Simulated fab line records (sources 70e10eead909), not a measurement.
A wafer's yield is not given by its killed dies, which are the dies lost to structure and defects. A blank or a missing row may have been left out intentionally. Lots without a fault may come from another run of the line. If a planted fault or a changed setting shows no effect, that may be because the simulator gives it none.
Problem report in the 8D (eight disciplines) form, filled by code | flow nand_harc | the parts of the form that need people (team, actions taken, sign-off) are left out

## 1. WHAT WENT WRONG
Mean of sort_bin_2_pct at NHARC_END_SORT_01: 94.3 % across 2 wafers in 2 lots; on wafers with no fault it is 3.0 % (standard deviation 1.1). That is +83 standard deviations from the usual mean.
The first sign was on wafer L943.5 at day 31 05:22, on prober-02. The record holds 36 wafers of 12 lots with a number at this step. By rule, "out" or "out of limits" means more than 4 standard deviations away from the usual mean. All remaining wafers that have a number are taken as sound.

## 2. WHAT IT IS AND WHAT IT IS NOT
question                    | is                                                                                                                  | is not
which readings at this step | sort_bin_2_pct, defect_limited_yield, killed_at_array, killed_dies, sort_n_pass, sort_rim_yield_pct, sort_yield_pct | killed_at_other, killed_at_periphery, killed_open, killed_short, sort_bin_3_pct, sort_bin_4_pct
which lots                  | L943, L946                                                                                                          | L929, L931, L932, L935, L937, L940, L945, L949, L950, L951
which wafers of those lots  | L943.5, L946.4                                                                                                      | L943.1, L943.3, L946.2, L946.3
read on which gauges        | prober-01, prober-02                                                                                                | -
when                        | from day 31 05:22                                                                                                   | up to then (23 sound wafers); but 11 sound wafers of L946, L949, L950, L951 came after

## 3. SUSPECTS, AND WHAT RULES EACH OUT
Counting: a tool at a process step up to the reading stays a suspect if it ran every lot that is out. Sound lots after the first of them don't rule it out here, since some wafers of a struck lot are sound.
- ruled out: the gauge at NHARC_END_SORT_01. Those wafers that are out were read across 2 gauges (prober-01, prober-02).
- pvd_sputter-03 at NHARC_A_M0_PVD_21 (deposits Cu, target thk 30 nm, time 20.49 s): kept. It processed each lot that is out (first: L943, day 29 05:41); up to then, its last sound lot is L945 (day 28 21:44).
Left after counting: pvd_sputter-03 at NHARC_A_M0_PVD_21.

## 4. THE CAUSE (what the simulator had put in)
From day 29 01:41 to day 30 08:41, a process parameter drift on pvd_sputter-03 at NHARC_A_M0_PVD_21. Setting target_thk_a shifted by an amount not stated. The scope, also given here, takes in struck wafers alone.
Counting left only this tool.

## 5. THE CHAIN OF EFFECTS, in route order
Each row: a reading whose mean over the struck wafers that have a number lies more than 3 standard deviations from the usual. Only readings whose record carries a usual standard deviation are examined. hours: median over the lots of the time between each lot's start at the first step of this table that gives one and its start at this step. sigmas: the change, counted in usual standard deviations.
hours | step              | reading              | usual  | on struck wafers | change | sigmas
0     | NHARC_END_SORT_01 | defect_limited_yield | 91.6 % | 0.1              | -91.4  | -33
0     | NHARC_END_SORT_01 | killed_at_array      | 52     | 672              | +620   | +34
0     | NHARC_END_SORT_01 | killed_dies          | 57     | 676              | +619   | +33
0     | NHARC_END_SORT_01 | sort_bin_2_pct       | 3.0 %  | 94.3             | +91.3  | +83
0     | NHARC_END_SORT_01 | sort_n_pass          | 620    | 1                | -619   | -33
0     | NHARC_END_SORT_01 | sort_rim_yield_pct   | 91 %   | 0                | -91    | -25
0     | NHARC_END_SORT_01 | sort_yield_pct       | 91.6 % | 0.1              | -91.4  | -33

## 6. HOW IT WOULD HAVE BEEN CAUGHT EARLIER
Counted from the fault's start at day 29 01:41, it took 52 hours until the first out-of-limits reading at a measuring or inspecting step in this record, taken at day 31 05:22.
No tool reading at NHARC_A_M0_PVD_21 that has a usual standard deviation in the record was out on any struck wafer, so an alarm limit of 4 standard deviations on those readings would not have fired.
All the lots that are out (2) had begun NHARC_A_M0_PVD_21 on pvd_sputter-03 by day 31 05:22. Holding the tool at that point would not have protected any of them.
